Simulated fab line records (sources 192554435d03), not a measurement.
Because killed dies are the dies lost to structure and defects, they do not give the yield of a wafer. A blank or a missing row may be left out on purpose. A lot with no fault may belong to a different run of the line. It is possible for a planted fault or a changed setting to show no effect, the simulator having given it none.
Matching of chambers	flow n5Finfet	N5_FIN_SAQP_MANDREL1_REMOVE_56 on rieSi-03 has 4 sister chambers
The step chemistry HBr/Cl2/O2, target a-Si, stops on SiNx, bt time 10 s. 4 wafers are shown with their chamber, then 8 later ones without.

== EACH WAFER AND ITS CHAMBER ==
wafer	chamber	oesProductAu (a.u.)
L077.5	2	1.015
L087.2	0	1.005
L087.3	3	0.972
L088.1	1	0.952

== WAFERS MISSING THEIR CHAMBER ==
wafer	oesProductAu (a.u.)
L088.3	0.998
L088.5	1.002
L093.1	0.966
L093.4	0.975
L093.5	0.963
L097.1	0.959
L097.5	0.966
L097.6	1.021

== WHICH CHAMBER EACH ONE RAN IN ==
wafer	from the rows above	in truth
L088.3	can't be placed: 0 or 2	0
L088.5	can't be placed: 0 or 2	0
L093.1	can't be placed: 3 or 1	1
L093.4	3	3
L093.5	can't be placed: 3 or 1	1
L097.1	can't be placed: 1 or 3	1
L097.5	can't be placed: 3 or 1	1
L097.6	can't be placed: 2 or 0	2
Placed correctly: 1 of 8. Cannot be placed on the basis of these rows: 7; the candidates contain the true chamber in 7. Number placed wrongly: 0.
How it was worked out, from the rows above alone: a wafer's distance from a chamber is the root of the sum, over the readings, of the square of ((its reading less the chamber's mean) divided by the reading's scatter). If the next closest chamber is less than 2 further off than the closest, the wafer can't be placed; otherwise it belongs to the closest. For every chamber, the mean is computed from those of its wafers that are shown. The scatter (one wafer shown for each chamber): square how far every hidden wafer sits from the nearest shown wafer, average those squares and take the square root.
